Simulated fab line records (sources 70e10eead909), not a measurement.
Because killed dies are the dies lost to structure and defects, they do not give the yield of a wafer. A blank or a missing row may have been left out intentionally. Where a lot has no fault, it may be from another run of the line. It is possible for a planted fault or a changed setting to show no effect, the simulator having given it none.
Which tool is to blame? + flow nandHarc + 21 lots with 63 wafers sampled at 6 steps, on a route of 1159 steps

## WHAT THE GAUGES SHOWED, per wafer
Not one reading of a measure or inspect step in the record can be checked against a usual standard deviation.

## TOOL THAT RAN EACH LOT (tool first, then ch and the chambers of the sampled wafers, then the start)
| lot  | NHARC_A_STAIRCASE_STRIP_171         | NHARC_A_STAIRCASE_TRIM_16                    | NHARC_A_STAIRCASE_TRIM_20         | NHARC_A_STAIRCASE_TRIM_189    | NHARC_A_STAIRCASE_TRIM_226    | NHARC_A_STAIRCASE_TRIM_235    |
|------|-------------------------------------|----------------------------------------------|-----------------------------------|-------------------------------|-------------------------------|-------------------------------|
| L074 | plasmaAsher-02 ch 0, day 10 17:35   | rieDiel-13 ch 2,3, day 10 20:15 or earlier   | rieDiel-06 ch 2,3, day 10 20:15   | rieDiel-06 ch 0,3, no start   | rieDiel-01 ch 1,3, no start   | rieDiel-01 ch 0,1,2, no start |
| L075 | plasmaAsher-01 ch 0,1, day 10 17:44 | rieDiel-01 ch 0,1,2, day 10 20:23 or earlier | rieDiel-01 ch 0,3, day 10 20:23   | rieDiel-13 ch 0,1,2, no start | rieDiel-01 ch 1,3, no start   | rieDiel-13 ch 1,3, no start   |
| L076 | plasmaAsher-01 ch 0,1, day 11 04:40 | rieDiel-01 ch 0,2,3, day 11 07:40 or earlier | rieDiel-13 ch 0,1, day 11 07:40   | rieDiel-01 ch 2,3, no start   | rieDiel-01 ch 0,2, no start   | rieDiel-13 ch 2,3, no start   |
| L077 | plasmaAsher-01 ch 0,1, day 11 05:08 | rieDiel-01 ch 0,2,3, day 11 08:20 or earlier | rieDiel-01 ch 2,3, day 11 08:20   | rieDiel-01 ch 0,1,3, no start | rieDiel-01 ch 0,3, no start   | rieDiel-01 ch 0,3, no start   |
| L078 | plasmaAsher-02 ch 0,1, day 11 20:27 | rieDiel-01 ch 1,3, day 11 23:05 or earlier   | rieDiel-01 ch 1,3, day 11 23:05   | rieDiel-01 ch 0,2,3, no start | rieDiel-01 ch 0,1,3, no start | rieDiel-01 ch 0,1,3, no start |
| L079 | plasmaAsher-01 ch 0, day 11 20:43   | rieDiel-06 ch 2,3, day 11 23:25 or earlier   | rieDiel-01 ch 1,3, day 11 23:25   | rieDiel-13 ch 0,1,2, no start | rieDiel-13 ch 1,2, no start   | rieDiel-13 ch 0,2,3, no start |
| L081 | plasmaAsher-02 ch 0,1, day 12 07:23 | rieDiel-06 ch 1,2,3, day 12 10:01 or earlier | rieDiel-13 ch 0,1,2, day 12 10:01 | rieDiel-06 ch 1,2,3, no start | rieDiel-06 ch 0,1,3, no start | rieDiel-06 ch 1,2,3, no start |
| L080 | plasmaAsher-01 ch 0,1, day 12 07:40 | rieDiel-01 ch 0,2,3, day 12 10:20 or earlier | rieDiel-01 ch 0,2, day 12 10:20   | rieDiel-06 ch 1,2,3, no start | rieDiel-01 ch 0,3, no start   | rieDiel-13 ch 0,1, no start   |
| L082 | plasmaAsher-01 ch 0,1, day 13 00:17 | rieDiel-06 ch 0,1,3, day 13 03:04 or earlier | rieDiel-01 ch 0,1,3, day 13 03:04 | rieDiel-06 ch 0,1,2, no start | rieDiel-01 ch 0,1,2, no start | rieDiel-13 ch 0,1,3, no start |
| L085 | plasmaAsher-02 ch 0,1, day 13 12:49 | rieDiel-06 ch 0,2, day 13 15:50 or earlier   | rieDiel-06 ch 0,3, day 13 15:50   | rieDiel-06 ch 1,3, no start   | rieDiel-06 ch 0,2, no start   | rieDiel-06 ch 2,3, no start   |
| L084 | plasmaAsher-01 ch 0,1, day 13 12:53 | rieDiel-13 ch 0,1, day 13 15:40 or earlier   | rieDiel-13 ch 1,2, day 13 15:40   | rieDiel-01 ch 0,2,3, no start | rieDiel-01 ch 0,3, no start   | rieDiel-01 ch 2,3, no start   |
| L087 | plasmaAsher-01 ch 0,1, day 13 21:47 | rieDiel-06 ch 0,1,3, day 14 01:23 or earlier | rieDiel-13 ch 0,1,3, day 14 01:23 | rieDiel-06 ch 0,3, no start   | rieDiel-06 ch 2,3, no start   | rieDiel-06 ch 0,1,3, no start |
| L086 | plasmaAsher-02 ch 0,1, day 14 04:44 | rieDiel-13 ch 2,3, day 14 08:02 or earlier   | rieDiel-13 ch 0,3, day 14 08:02   | rieDiel-13 ch 1,2, no start   | rieDiel-13 ch 1,2,3, no start | rieDiel-06 ch 1,3, no start   |
| L088 | plasmaAsher-02 ch 0,1, day 14 08:10 | rieDiel-13 ch 0,3, day 14 11:32 or earlier   | rieDiel-13 ch 0,1,3, day 14 11:32 | rieDiel-01 ch 1,2,3, no start | rieDiel-06 ch 0,2,3, no start | rieDiel-06 ch 1,2, no start   |
| L089 | plasmaAsher-02 ch 0,1, day 14 08:24 | rieDiel-13 ch 1,2, day 14 11:57 or earlier   | rieDiel-13 ch 1,2,3, day 14 11:57 | rieDiel-01 ch 1,3, no start   | rieDiel-01 ch 2,3, no start   | rieDiel-01 ch 1,2, no start   |
| L091 | plasmaAsher-02 ch 0,1, day 14 21:29 | rieDiel-13 ch 0,1,3, day 15 00:19 or earlier | rieDiel-13 ch 1,2,3, day 15 00:19 | rieDiel-13 ch 1,2,3, no start | rieDiel-13 ch 0,1,3, no start | rieDiel-01 ch 0,2,3, no start |
| L092 | plasmaAsher-01 ch 0,1, day 14 21:44 | rieDiel-13 ch 0,1,3, day 15 00:38 or earlier | rieDiel-06 ch 0,3, day 15 00:38   | rieDiel-01 ch 1,2,3, no start | rieDiel-13 ch 1,2,3, no start | rieDiel-13 ch 0,1,2, no start |
| L093 | plasmaAsher-01 ch 0,1, day 15 10:03 | rieDiel-01 ch 1,2,3, day 15 13:08 or earlier | rieDiel-13 ch 0,1,3, day 15 13:08 | rieDiel-13 ch 0,2,3, no start | rieDiel-06 ch 0,1,2, no start | rieDiel-06 ch 0,2,3, no start |
| L094 | plasmaAsher-01 ch 0,1, day 15 15:58 | rieDiel-06 ch 1,3, day 15 18:35 or earlier   | rieDiel-01 ch 1,3, day 15 18:35   | rieDiel-01 ch 2,3, no start   | rieDiel-13 ch 0,1,2, no start | rieDiel-06 ch 0,1,2, no start |
| L095 | plasmaAsher-01 ch 0,1, day 15 19:19 | rieDiel-01 ch 0,1, day 15 21:55 or earlier   | rieDiel-06 ch 0,2,3, day 15 21:55 | rieDiel-13 ch 1,2, no start   | rieDiel-01 ch 0,1,2, no start | rieDiel-01 ch 0,1, no start   |
| L096 | plasmaAsher-01 ch 1, day 16 04:43   | rieDiel-13 ch 1,2,3, day 16 07:26 or earlier | rieDiel-13 ch 1,2, day 16 07:26   | rieDiel-06 ch 1,2, no start   | rieDiel-01 ch 0,2, no start   | rieDiel-01 ch 0,2,3, no start |
- NHARC_A_STAIRCASE_STRIP_171: strips in O2.
- NHARC_A_STAIRCASE_TRIM_16: chemistry O2, time 211.2 s.
- NHARC_A_STAIRCASE_TRIM_20: chemistry O2, time 211.2 s.
- NHARC_A_STAIRCASE_TRIM_189: chemistry O2, time 211.2 s.
- NHARC_A_STAIRCASE_TRIM_226: chemistry O2, time 211.2 s.
- NHARC_A_STAIRCASE_TRIM_235: chemistry O2, time 211.2 s.

## WHAT THE TOOLS THEMSELVES READ (means of the sampled wafers that have a number; where no wafer has one, the mark that the record gives instead)
NHARC_A_STAIRCASE_STRIP_171. Usual: drypumpMotorCurrentA 5.29 A, standard deviation 0.26; heaterPowerW 347 W, standard deviation 33.
| lot  | tool           | drypumpMotorCurrentA (A) | heaterPowerW (W) | flag |
|------|----------------|--------------------------|------------------|------|
| L074 | plasmaAsher-02 | 5.59                     | 295              |      |
| L075 | plasmaAsher-01 | 5.12                     | 364              |      |
| L076 | plasmaAsher-01 | 5.12                     | 375              |      |
| L077 | plasmaAsher-01 | 5.12                     | 380              |      |
| L078 | plasmaAsher-02 | 5.68                     | 311              |      |
| L079 | plasmaAsher-01 | 5.09                     | 359              |      |
| L081 | plasmaAsher-02 | 5.63                     | 303              |      |
| L080 | plasmaAsher-01 | 5.11                     | 383              |      |
| L082 | plasmaAsher-01 | 5.11                     | 356              |      |
| L085 | plasmaAsher-02 | 5.68                     | 311              |      |
| L084 | plasmaAsher-01 | 5.11                     | 360              |      |
| L087 | plasmaAsher-01 | 5.12                     | 368              |      |
| L086 | plasmaAsher-02 | 5.67                     | 308              |      |
| L088 | plasmaAsher-02 | 5.64                     | 298              |      |
| L089 | plasmaAsher-02 | 5.71                     | 313              |      |
| L091 | plasmaAsher-02 | 5.69                     | 307              |      |
| L092 | plasmaAsher-01 | 5.12                     | 373              |      |
| L093 | plasmaAsher-01 | 5.10                     | 360              |      |
| L094 | plasmaAsher-01 | 5.11                     | 357              |      |
| L095 | plasmaAsher-01 | 5.12                     | 370              |      |
| L096 | plasmaAsher-01 | 5.12                     | 374              |      |

NHARC_A_STAIRCASE_TRIM_16. Usual: drypumpMotorCurrentA 5.9 A, standard deviation 0.41; oesProductAu 0.998 a.u., standard deviation 0.0087; rfVppV 57.7 V, standard deviation 1; showerheadPlenumPTorr 3.47 Torr, standard deviation 0.16; throttleValvePct 17.037 %, standard deviation 0.0095.
| lot  | tool       | drypumpMotorCurrentA (A) | oesProductAu (a.u.) | rfVppV (V) | showerheadPlenumPTorr (Torr) | throttleValvePct (%) | flag |
|------|------------|--------------------------|---------------------|------------|------------------------------|----------------------|------|
| L074 | rieDiel-13 | 6.1                      | 1.003               | 57.5       | 3.29                         | 17.036               |      |
| L075 | rieDiel-01 | 5.7                      | 0.991               | 57.2       | 3.39                         | 17.033               |      |
| L076 | rieDiel-01 | 5.9                      | 0.997               | 57.9       | 3.46                         | 17.031               |      |
| L077 | rieDiel-01 | 5.9                      | 0.988               | 58.5       | 3.46                         | 17.041               |      |
| L078 | rieDiel-01 | 5.9                      | 0.995               | 57.4       | 3.48                         | 17.034               |      |
| L079 | rieDiel-06 | 6.4                      | 1.004               | 57.5       | 3.50                         | 17.038               |      |
| L081 | rieDiel-06 | 6.4                      | 1.009               | 58.6       | 3.53                         | 17.038               |      |
| L080 | rieDiel-01 | 5.8                      | 0.993               | 57.5       | 3.46                         | 17.031               |      |
| L082 | rieDiel-06 | 6.3                      | 1.002               | 58.0       | 3.53                         | 17.032               |      |
| L085 | rieDiel-06 | 6.3                      | 0.993               | 57.1       | 3.59                         | 17.031               |      |
| L084 | rieDiel-13 | 5.6                      | 1.000               | 57.3       | 3.50                         | 17.044               |      |
| L087 | rieDiel-06 | 6.3                      | 1.002               | 58.0       | 3.52                         | 17.040               |      |
| L086 | rieDiel-13 | 6.2                      | 0.990               | 58.4       | 3.63                         | 17.040               |      |
| L088 | rieDiel-13 | 5.6                      | 1.000               | 58.1       | 3.47                         | 17.041               |      |
| L089 | rieDiel-13 | 6.2                      | 0.993               | 58.5       | 3.65                         | 17.047               |      |
| L091 | rieDiel-13 | 5.4                      | 1.000               | 57.7       | 3.40                         | 17.040               |      |
| L092 | rieDiel-13 | 5.5                      | 0.995               | 57.6       | 3.40                         | 17.036               |      |
| L093 | rieDiel-01 | 5.8                      | 1.002               | 57.1       | 3.39                         | 17.037               |      |
| L094 | rieDiel-06 | 6.4                      | 1.001               | 56.8       | 3.40                         | 17.036               |      |
| L095 | rieDiel-01 | 5.7                      | 1.013               | 56.6       | 3.41                         | 17.032               |      |
| L096 | rieDiel-13 | 5.7                      | 0.996               | 57.4       | 3.47                         | 17.046               |      |

NHARC_A_STAIRCASE_TRIM_20. Usual: drypumpMotorCurrentA 5.9 A, standard deviation 0.4; oesProductAu 0.998 a.u., standard deviation 0.0096; rfVppV 57.6 V, standard deviation 0.94; showerheadPlenumPTorr 3.47 Torr, standard deviation 0.16; throttleValvePct 17.037 %, standard deviation 0.0092.
| lot  | tool       | drypumpMotorCurrentA (A) | oesProductAu (a.u.) | rfVppV (V) | showerheadPlenumPTorr (Torr) | throttleValvePct (%) | flag |
|------|------------|--------------------------|---------------------|------------|------------------------------|----------------------|------|
| L074 | rieDiel-06 | 6.3                      | 0.998               | 57.1       | 3.40                         | 17.042               |      |
| L075 | rieDiel-01 | 5.9                      | 0.985               | 58.2       | 3.51                         | 17.031               |      |
| L076 | rieDiel-13 | 5.5                      | 0.980               | 57.9       | 3.51                         | 17.034               |      |
| L077 | rieDiel-01 | 5.9                      | 0.994               | 58.2       | 3.42                         | 17.035               |      |
| L078 | rieDiel-01 | 5.7                      | 0.999               | 57.2       | 3.40                         | 17.035               |      |
| L079 | rieDiel-01 | 5.9                      | 0.991               | 58.3       | 3.48                         | 17.038               |      |
| L081 | rieDiel-13 | 5.9                      | 0.999               | 58.6       | 3.40                         | 17.043               |      |
| L080 | rieDiel-01 | 5.7                      | 0.996               | 57.2       | 3.43                         | 17.039               |      |
| L082 | rieDiel-01 | 5.8                      | 0.993               | 57.9       | 3.45                         | 17.035               |      |
| L085 | rieDiel-06 | 6.2                      | 1.000               | 56.7       | 3.39                         | 17.039               |      |
| L084 | rieDiel-13 | 6.1                      | 0.999               | 58.1       | 3.65                         | 17.035               |      |
| L087 | rieDiel-13 | 5.4                      | 0.994               | 57.4       | 3.40                         | 17.043               |      |
| L086 | rieDiel-13 | 5.5                      | 0.996               | 58.1       | 3.38                         | 17.035               |      |
| L088 | rieDiel-13 | 5.5                      | 0.997               | 57.8       | 3.40                         | 17.036               |      |
| L089 | rieDiel-13 | 5.7                      | 0.997               | 57.9       | 3.48                         | 17.039               |      |
| L091 | rieDiel-13 | 5.8                      | 0.990               | 58.1       | 3.47                         | 17.036               |      |
| L092 | rieDiel-06 | 6.0                      | 0.993               | 57.2       | 3.49                         | 17.035               |      |
| L093 | rieDiel-13 | 5.5                      | 1.004               | 57.0       | 3.39                         | 17.031               |      |
| L094 | rieDiel-01 | 5.9                      | 0.990               | 57.6       | 3.46                         | 17.037               |      |
| L095 | rieDiel-06 | 6.2                      | 1.001               | 57.2       | 3.48                         | 17.031               |      |
| L096 | rieDiel-13 | 6.1                      | 1.006               | 58.5       | 3.64                         | 17.037               |      |

NHARC_A_STAIRCASE_TRIM_189. Usual: drypumpMotorCurrentA 6.0 A, standard deviation 0.4; oesProductAu 0.999 a.u., standard deviation 0.009; rfVppV 57.7 V, standard deviation 0.96; showerheadPlenumPTorr 3.48 Torr, standard deviation 0.15; throttleValvePct 17.037 %, standard deviation 0.0093.
| lot  | tool       | drypumpMotorCurrentA (A) | oesProductAu (a.u.) | rfVppV (V) | showerheadPlenumPTorr (Torr) | throttleValvePct (%) | flag |
|------|------------|--------------------------|---------------------|------------|------------------------------|----------------------|------|
| L074 | rieDiel-06 | 6.0                      | 1.006               | 57.1       | 3.50                         | 17.025               |      |
| L075 | rieDiel-13 | 5.8                      | 0.987               | 57.5       | 3.41                         | 17.034               |      |
| L076 | rieDiel-01 | 5.9                      | 0.989               | 57.3       | 3.48                         | 17.032               |      |
| L077 | rieDiel-01 | 5.8                      | 0.993               | 57.2       | 3.45                         | 17.023               |      |
| L078 | rieDiel-01 | 5.9                      | 0.992               | 57.7       | 3.46                         | 17.040               |      |
| L079 | rieDiel-13 | 5.9                      | 0.993               | 57.3       | 3.40                         | 17.045               |      |
| L081 | rieDiel-06 | 6.4                      | 1.007               | 57.9       | 3.53                         | 17.042               |      |
| L080 | rieDiel-06 | 6.4                      | 1.008               | 57.5       | 3.53                         | 17.033               |      |
| L082 | rieDiel-06 | 6.3                      | 1.002               | 58.6       | 3.63                         | 17.039               |      |
| L085 | rieDiel-06 | 6.5                      | 1.009               | 56.7       | 3.55                         | 17.043               |      |
| L084 | rieDiel-01 | 5.9                      | 0.992               | 57.9       | 3.45                         | 17.038               |      |
| L087 | rieDiel-06 | 6.1                      | 0.989               | 57.8       | 3.39                         | 17.038               |      |
| L086 | rieDiel-13 | 5.8                      | 0.996               | 58.6       | 3.50                         | 17.043               |      |
| L088 | rieDiel-01 | 5.8                      | 1.005               | 57.4       | 3.40                         | 17.050               |      |
| L089 | rieDiel-01 | 5.9                      | 1.001               | 56.9       | 3.47                         | 17.030               |      |
| L091 | rieDiel-13 | 5.8                      | 0.998               | 57.9       | 3.47                         | 17.040               |      |
| L092 | rieDiel-01 | 5.8                      | 1.003               | 58.2       | 3.40                         | 17.043               |      |
| L093 | rieDiel-13 | 5.9                      | 0.999               | 58.0       | 3.54                         | 17.037               |      |
| L094 | rieDiel-01 | 5.9                      | 1.003               | 57.7       | 3.46                         | 17.037               |      |
| L095 | rieDiel-13 | 6.2                      | 1.001               | 57.9       | 3.64                         | 17.039               |      |
| L096 | rieDiel-06 | 6.6                      | 0.996               | 58.2       | 3.64                         | 17.038               |      |

NHARC_A_STAIRCASE_TRIM_226. Usual: drypumpMotorCurrentA 5.9 A, standard deviation 0.36; oesProductAu 0.998 a.u., standard deviation 0.008; rfVppV 57.7 V, standard deviation 0.86; showerheadPlenumPTorr 3.45 Torr, standard deviation 0.14; throttleValvePct 17.037 %, standard deviation 0.0095.
| lot  | tool       | drypumpMotorCurrentA (A) | oesProductAu (a.u.) | rfVppV (V) | showerheadPlenumPTorr (Torr) | throttleValvePct (%) | flag |
|------|------------|--------------------------|---------------------|------------|------------------------------|----------------------|------|
| L074 | rieDiel-01 | 5.7                      | 0.988               | 57.6       | 3.41                         | 17.041               |      |
| L075 | rieDiel-01 | 5.7                      | 0.992               | 57.6       | 3.41                         | 17.038               |      |
| L076 | rieDiel-01 | 5.8                      | 0.998               | 57.6       | 3.39                         | 17.049               |      |
| L077 | rieDiel-01 | 5.9                      | 0.998               | 57.3       | 3.50                         | 17.047               |      |
| L078 | rieDiel-01 | 5.8                      | 0.996               | 58.6       | 3.45                         | 17.036               |      |
| L079 | rieDiel-13 | 5.7                      | 1.002               | 57.3       | 3.33                         | 17.027               |      |
| L081 | rieDiel-06 | 6.2                      | 1.001               | 57.8       | 3.53                         | 17.037               |      |
| L080 | rieDiel-01 | 5.9                      | 0.990               | 58.5       | 3.52                         | 17.039               |      |
| L082 | rieDiel-01 | 5.7                      | 0.998               | 57.6       | 3.38                         | 17.038               |      |
| L085 | rieDiel-06 | 6.3                      | 0.994               | 57.3       | 3.59                         | 17.034               |      |
| L084 | rieDiel-01 | 5.9                      | 0.984               | 57.8       | 3.52                         | 17.038               |      |
| L087 | rieDiel-06 | 6.4                      | 0.994               | 58.2       | 3.49                         | 17.029               |      |
| L086 | rieDiel-13 | 5.7                      | 0.993               | 58.3       | 3.48                         | 17.039               |      |
| L088 | rieDiel-06 | 6.2                      | 1.003               | 57.2       | 3.49                         | 17.050               |      |
| L089 | rieDiel-01 | 6.0                      | 0.996               | 57.2       | 3.47                         | 17.032               |      |
| L091 | rieDiel-13 | 5.5                      | 0.993               | 58.0       | 3.40                         | 17.033               |      |
| L092 | rieDiel-13 | 5.8                      | 0.998               | 57.7       | 3.47                         | 17.036               |      |
| L093 | rieDiel-06 | 6.3                      | 0.998               | 58.8       | 3.61                         | 17.044               |      |
| L094 | rieDiel-13 | 5.9                      | 1.008               | 57.6       | 3.56                         | 17.035               |      |
| L095 | rieDiel-01 | 5.7                      | 1.008               | 57.9       | 3.37                         | 17.032               |      |
| L096 | rieDiel-01 | 5.8                      | 1.002               | 58.3       | 3.42                         | 17.037               |      |

NHARC_A_STAIRCASE_TRIM_235. Usual: drypumpMotorCurrentA 5.9 A, standard deviation 0.38; oesProductAu 0.998 a.u., standard deviation 0.009; rfVppV 57.6 V, standard deviation 0.9; showerheadPlenumPTorr 3.45 Torr, standard deviation 0.14; throttleValvePct 17.038 %, standard deviation 0.0092.
| lot  | tool       | drypumpMotorCurrentA (A) | oesProductAu (a.u.) | rfVppV (V) | showerheadPlenumPTorr (Torr) | throttleValvePct (%) | flag |
|------|------------|--------------------------|---------------------|------------|------------------------------|----------------------|------|
| L074 | rieDiel-01 | 5.7                      | 0.995               | 58.3       | 3.39                         | 17.041               |      |
| L075 | rieDiel-13 | 5.4                      | 1.002               | 56.8       | 3.32                         | 17.044               |      |
| L076 | rieDiel-13 | 6.1                      | 1.004               | 57.9       | 3.28                         | 17.033               |      |
| L077 | rieDiel-01 | 5.9                      | 0.987               | 57.8       | 3.53                         | 17.043               |      |
| L078 | rieDiel-01 | 5.8                      | 0.993               | 56.9       | 3.45                         | 17.041               |      |
| L079 | rieDiel-13 | 5.9                      | 0.994               | 56.6       | 3.38                         | 17.038               |      |
| L081 | rieDiel-06 | 6.4                      | 1.007               | 57.5       | 3.53                         | 17.029               |      |
| L080 | rieDiel-13 | 5.4                      | 0.997               | 57.6       | 3.43                         | 17.048               |      |
| L082 | rieDiel-13 | 5.4                      | 0.992               | 57.8       | 3.40                         | 17.038               |      |
| L085 | rieDiel-06 | 6.4                      | 1.002               | 57.5       | 3.49                         | 17.045               |      |
| L084 | rieDiel-01 | 5.8                      | 1.001               | 57.9       | 3.41                         | 17.039               |      |
| L087 | rieDiel-06 | 6.3                      | 0.993               | 58.2       | 3.52                         | 17.046               |      |
| L086 | rieDiel-06 | 6.4                      | 1.004               | 58.0       | 3.41                         | 17.037               |      |
| L088 | rieDiel-06 | 6.5                      | 0.996               | 58.3       | 3.65                         | 17.022               |      |
| L089 | rieDiel-01 | 5.7                      | 1.003               | 57.4       | 3.33                         | 17.039               |      |
| L091 | rieDiel-01 | 5.9                      | 1.006               | 56.7       | 3.44                         | 17.037               |      |
| L092 | rieDiel-13 | 5.9                      | 1.002               | 57.1       | 3.56                         | 17.047               |      |
| L093 | rieDiel-06 | 6.2                      | 1.001               | 57.5       | 3.48                         | 17.037               |      |
| L094 | rieDiel-06 | 6.3                      | 0.998               | 57.7       | 3.61                         | 17.033               |      |
| L095 | rieDiel-01 | 5.7                      | 1.014               | 57.6       | 3.41                         | 17.037               |      |
| L096 | rieDiel-01 | 5.9                      | 1.001               | 57.8       | 3.44                         | 17.031               |      |

## THE ANSWER, worked out from the rows above alone
Rule: take the mean of a lot's wafers that have a number; if it is more than 3 standard deviations from the usual mean, the lot is off. A lot without any number at a reading at which 4 lots or more have one is off too. Where the step has rows for the other lots, those lots are counted as sound. After the gauges, taken in route order, come the tools' own readings; for these a lot's mean is taken, as printed above. The first step at which some lot is off is used, and at that step the reading that is off furthest; a lot without a number counts as furthest.
No lot is off at any reading shown: from this, nothing can be told.

## WHAT THE SIMULATOR HAD INSERTED
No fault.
